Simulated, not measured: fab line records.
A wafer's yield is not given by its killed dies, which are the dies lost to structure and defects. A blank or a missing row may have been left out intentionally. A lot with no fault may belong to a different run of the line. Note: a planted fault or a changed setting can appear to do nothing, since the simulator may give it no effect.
Struck lot and sound lot, side by side    flow n5Finfet    37 steps out of a route of 1938
Sound: the wafers L747.2, L747.3, L747.5. Wafers struck: L740.4, L740.5, L740.6. The cause comes at the end.
Order at every step that has rows: each side's tool, ch and its chambers, its first start. Under that, the readings that differ: sound wafers    struck wafers    difference of the means    sigmas: that difference in standard deviations of wafers without a fault.
alike: readings with means less than 2 such deviations apart, plus words and numbers identical on both sides. not compared: withheld readings, readings lacking a value on some wafer, bounds such as >300 that could conceal the same value, and numbers that have no deviation in the record and whose values overlap.
A row with sigmas, a row that says differs or no value, or rows on one side alone: a step with any of these is where the two part. Non-overlapping numbers with no deviation appear without sigmas and do not part them. Lack of a reading on every wafer of one side parts them only where that side has two or more wafers.

first, 9 steps without rows for these wafers: N5_BEOL_M4_ANNEAL_95 (time 240 s); N5_BEOL_M4_SPUTTER_96 (material Cu, target thk 4.5 nm, time 8.29 s); N5_BEOL_M4_ECD_50 (material Cu, target thk 300 nm); N5_BEOL_M4_ANNEAL_51 (time 90 s); N5_BEOL_M4_CMP_52 (polishes, stops on SiOC, t overpolish 6.8 s, target thk 40 nm); N5_BEOL_M4_PRE_CLEAN_60 (time 15 s); N5_BEOL_M4_CO_CAP_55 (material Co, precursor CCTBA/H2, target thk 2 nm, time 102.1 s); N5_BEOL_M4_PRE_CLEAN_56 (time 15 s); N5_BEOL_M4_DEP_57 (deposits SiCN from 3MS/NH3, target thk 8 nm, time 14 s).
N5_BEOL_M4_RC_MEAS_101:
  sound on prober-01 ch 0, day 13 14:56; struck on prober-02 ch 0, day 10 20:22
reading        sound                 struck                difference  sigmas
ION_P (uA/um)  453 456 456           477 469 466           +16         +3
VT_P (mV)      -250.7 -252.9 -251.7  -246.1 -247.3 -246.2  +5.2        +2
  alike: DIBL_N, DIBL_P, IOFF_N, IOFF_P, ION_N, SS_N, SS_P, VT_N
then, 24 steps without rows for these wafers: N5_BEOL_M5_ILD_DEP_00 (deposits SiCOH lowk from DEMS/porogen, target thk 140.64 nm, time 25.9 s); N5_BEOL_M5_CURE_79 (cures SiCOH lowk, time 240 s); N5_BEOL_M5_PECVD_70 (deposits SiO2 from TEOS/O2, target thk 16 nm, time 18 s); N5_BEOL_M5_HM_DEP_02 (deposits TiN, target thk 20 nm); N5_BEOL_M5_COAT_59 (time 60 s, resist thk 60 nm); N5_BEOL_M5_COAT_60 (time 60 s, resist thk 12 nm); N5_BEOL_M5_COAT_71 (time 60 s, resist thk 5 nm); N5_BEOL_M5_COAT_05 (resist thk 30 nm); N5_BEOL_M5_EBR_07; N5_BEOL_M5_SOFTBAKE_06 (time 60 s); N5_BEOL_M5_EXPOSE_08 (exposes mask M5, target cd 28 nm); N5_BEOL_M5_PEB_09 (peb time 60 s); N5_BEOL_M5_DEVELOP_10 (develop time 30 s); N5_BEOL_M5_DESCUM_16 (chemistry O2, time 7 s); N5_BEOL_M5_ETCH_72 (etches underlayer in N2/H2, target depth 6.5 nm, time 5.2 s); N5_BEOL_M5_ETCH_61 (etches SiARC in CF4, target depth 15.6 nm, time 26 s); N5_BEOL_M5_ETCH_62 (etches SOC in N2/H2, target depth 75 nm, overetch 15 nm, time 112.5 s); N5_BEOL_M5_STRIP_63 (strips in N2/H2); N5_BEOL_M5_STRIP_73 (strips in N2/H2); N5_BEOL_M5_STRIP_64 (strips in CF4); N5_BEOL_M5_HM_OPEN_17 (chemistry Cl2/BCl3, target TiN, target depth 20 nm, overetch 6 nm); N5_BEOL_M5_STRIP_19 (strips in O2); N5_BEOL_M5_COAT_65 (time 60 s, resist thk 60 nm); N5_BEOL_M5_COAT_66 (time 60 s, resist thk 12 nm).
N5_BEOL_M7_ILD_DEP_00: deposits SiCOH lowk from DEMS/porogen, target thk 179.75 nm, time 33.4 s.
  sound on pecvd-03 ch 0,1, day 14 13:32; struck on pecvd-04 ch 0,1,2, day 11 15:31
  no value came back on the struck wafers for any of 5 readings (chamberPressureTorr (Torr), heaterPowerOuterW (W) and others); on the sound wafers chamberPressureTorr (Torr) reads 5.001 4.989 4.994
N5_BEOL_M7_OCD_MEAS_38:
  sound: ocd-01 at day 14 18:43; struck: ocd-01 at day 11 19:37
reading             sound           struck  difference                     sigmas
trenchDepthNm (nm)  92.0 94.1 94.4  - - -   no value on the struck wafers  
-- the record jumps here: 4 days lie between the struck wafers' starts before and after (it left off in module BEOL_M7 and takes up again in module PASSIVATION, whose first step shown is number 1936 of the route) --
N5_PASSIVATION_PROBE_49:
  sound: prober-01 at day 18 02:28; struck: prober-02 at day 15 10:07
reading                  sound           struck          difference  sigmas
defectLimitedYield (%)   92.1 91.7 91.5  0 0 0           -92         -66
killed_at_M0_to_M3       42 43 45        2 4 3           -40         -4
killed_at_M4_up          10 13 5         1162 1162 1166  +1154       +99 or more
killedAtFrontEnd         25 36 48        11 13 10        -25         -2
killedDies               93 98 100       1180 1180 1180  +1083       +64
killedOnRim              16 11 21        152 152 152     +136        +34
killedOpen               47 57 65        12 13 9         -45         -3
killedShort              45 38 33        7 10 7          -31         -4
sort_bin_5_function (%)  5.0 4.2 5.2     72.9 72.7 71.6  +67.6       +76
sortNPass                1087 1082 1080  0 0 0           -1083       -64
sortYieldPct (%)         92.1 91.7 91.5  0 0 0           -92         -66
  alike: killedAtContacts, killedAtOther, sort_bin_6_memory

WHERE THEY PART
Earliest at N5_BEOL_M4_RC_MEAS_101; latest, in this record, at N5_PASSIVATION_PROBE_49.

WHY: whatever the simulator had introduced
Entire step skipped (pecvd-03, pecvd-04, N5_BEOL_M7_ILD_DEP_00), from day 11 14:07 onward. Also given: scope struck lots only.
